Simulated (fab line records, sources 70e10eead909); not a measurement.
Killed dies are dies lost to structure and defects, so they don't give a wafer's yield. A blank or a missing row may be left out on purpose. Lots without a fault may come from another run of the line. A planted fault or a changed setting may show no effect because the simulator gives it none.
Chamber matching | flow nand_harc | NHARC_A_M0_PRE_CLEAN_31 on pecvd-04: 3 sister chambers
The step time 12 s. 14 wafers are shown with their chamber, then 7 later ones without.

WAFERS WITH THEIR CHAMBER
wafer  | chamber | heater_power_w (W)
L858.3 | 0       | 658
L858.5 | 0       | 671
L858.6 | 1       | 645
L862.1 | 1       | 609
L862.5 | 1       | 584
L862.6 | 0       | 669
L861.3 | 2       | 693
L861.4 | 2       | 696
L861.5 | 0       | 647
L864.3 | 1       | 663
L864.4 | 2       | 669
L864.6 | 1       | 675
L875.1 | 1       | 597
L875.4 | 1       | 619

SIGNATURES (means of the wafers above)
reading        | chamber 0 | chamber 1 | chamber 2 | scatter within a chamber
heater_power_w | 661.25    | 627.43    | 686.00    | 26.7
Rule: a wafer's distance from a chamber is the root of the sum, over the readings, of the square of ((its reading less the chamber's mean) divided by the reading's scatter). The wafer belongs to the nearest chamber; if the next one is less than 2 further off, it can't be placed. The scatter: the root of (the sum of the squares of (reading less its chamber's mean) over the shown wafers, divided by (wafers less chambers)).

WAFERS WITHOUT THEIR CHAMBER
wafer  | heater_power_w (W)
L875.5 | 648
L877.1 | 645
L877.3 | 598
L877.5 | 593
L878.3 | 687
L878.4 | 711
L878.5 | 639

WHICH CHAMBER EACH WENT THROUGH
wafer  | from the rows above          | in truth
L875.5 | can't be placed: 0 or 1 or 2 | 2
L877.1 | can't be placed: 0 or 1 or 2 | 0
L877.3 | can't be placed: 1 or 0      | 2
L877.5 | can't be placed: 1 or 0      | 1
L878.3 | can't be placed: 2 or 0      | 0
L878.4 | can't be placed: 2 or 0      | 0
L878.5 | can't be placed: 1 or 0 or 2 | 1
Placed correctly: 0 of 7. Can't be placed from these rows: 7 (the true chamber is among the candidates in 6). Placed wrongly: 0.
